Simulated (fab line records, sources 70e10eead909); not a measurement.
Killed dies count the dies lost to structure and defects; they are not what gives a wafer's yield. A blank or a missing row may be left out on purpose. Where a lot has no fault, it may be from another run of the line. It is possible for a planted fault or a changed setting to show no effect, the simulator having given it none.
A struck lot beside a sound one || flow nand_harc || 14 steps out of a route of 1159
Sound: the wafers L457.1, L457.3, L457.4. Struck: wafer L467.2. (L467.6 of the same lot was not struck and is left out.) The cause comes at the end.
Each step with rows lists, per side, the tool, then ch with its chambers, then its first start. Under that, the readings that differ: sound wafers || struck wafers || difference of the means || sigmas: that difference in standard deviations of wafers without a fault.
alike: readings whose means differ by less than 2 such deviations, and words and numbers that are the same on both sides. not compared: withheld readings, readings that some wafer has no value for, bounds like >300 that may hide the same value, and numbers for which the record gives no deviation and whose values overlap.
The two part at a step that has a row with sigmas, a row that says differs or no value, or rows on one side only. Non-overlapping numbers with no deviation appear without sigmas and do not part them. A reading that every wafer of one side lacks parts them only if that side has two wafers or more.

first, 2 steps without rows for these wafers: NHARC_A_SOURCE_PLATE_SRD_01; NHARC_A_SOURCE_PLATE_OXIDE_02 (material SiO2, target thk 10 nm, ox time 1362 s).
NHARC_A_SOURCE_PLATE_THK_MEAS_09: measures by ellipsometry.
  sound on film_metro-01, day 6 18:19; struck on film_metro-02, day 9 08:42
  alike: thk_nm
then, 3 steps without rows for these wafers: NHARC_A_SOURCE_PLATE_PVD_04 (deposits WSi2, target thk 50 nm); NHARC_A_SOURCE_PLATE_CVD_03 (deposits poly-Si, target thk 200 nm, time 4000 s); NHARC_A_SOURCE_PLATE_ANNEAL_05 (time 1800 s).
NHARC_A_SOURCE_PLATE_THK_MEAS_06: measures by ellipsometry.
  sound on film_metro-01, day 7 07:26; struck on film_metro-02, day 9 23:07
  alike: thk_nm
NHARC_A_SOURCE_PLATE_INSPECT_08:
  sound on defect_inspect-01, day 7 07:31; struck on defect_inspect-01, day 9 23:11
  alike: raw_defect_count
then NHARC_A_ONON_D1_DEP_00 (target thk 1000 nm), 1 step lacking rows for these wafers.
NHARC_A_ONON_D1_THK_MEAS_02: measures by ellipsometry.
  sound on film_metro-01, day 7 08:05; struck on film_metro-01, day 9 23:46
  alike: thk_nm
NHARC_A_ONON_D1_DEP_03: target thk 1000 nm.
  sound on pecvd_onon-04 ch 0, day 7 08:09; struck on pecvd_onon-02 ch 0, day 10 00:05
  alike: sih4_flow_sccm
NHARC_A_ONON_D1_THK_MEAS_05: measures by ellipsometry.
  sound on film_metro-02, day 7 08:40; struck on film_metro-01, day 10 00:32
{"reading": "thk_nm (nm)", "sound": "1010 1008 1011", "struck": 1104, "difference": "+94", "sigmas": "+12"}
then NHARC_A_ONON_D1_DEP_06 (target thk 1000 nm), 1 step lacking rows for these wafers.
-- jump in the record: it breaks off in module A_ONON_D1 and resumes in module END (first step shown: number 1159 of the route), and 12 days separate the struck wafers' starts before and after --
NHARC_END_SORT_01:
  at this point the record logs the struck wafers (prober-01 ch 0, day 21 21:26) and has no rows for the sound ones

## WHERE THEY PART
First at NHARC_A_ONON_D1_THK_MEAS_05; last, within this record, at NHARC_END_SORT_01.

WHY: whatever the simulator had introduced
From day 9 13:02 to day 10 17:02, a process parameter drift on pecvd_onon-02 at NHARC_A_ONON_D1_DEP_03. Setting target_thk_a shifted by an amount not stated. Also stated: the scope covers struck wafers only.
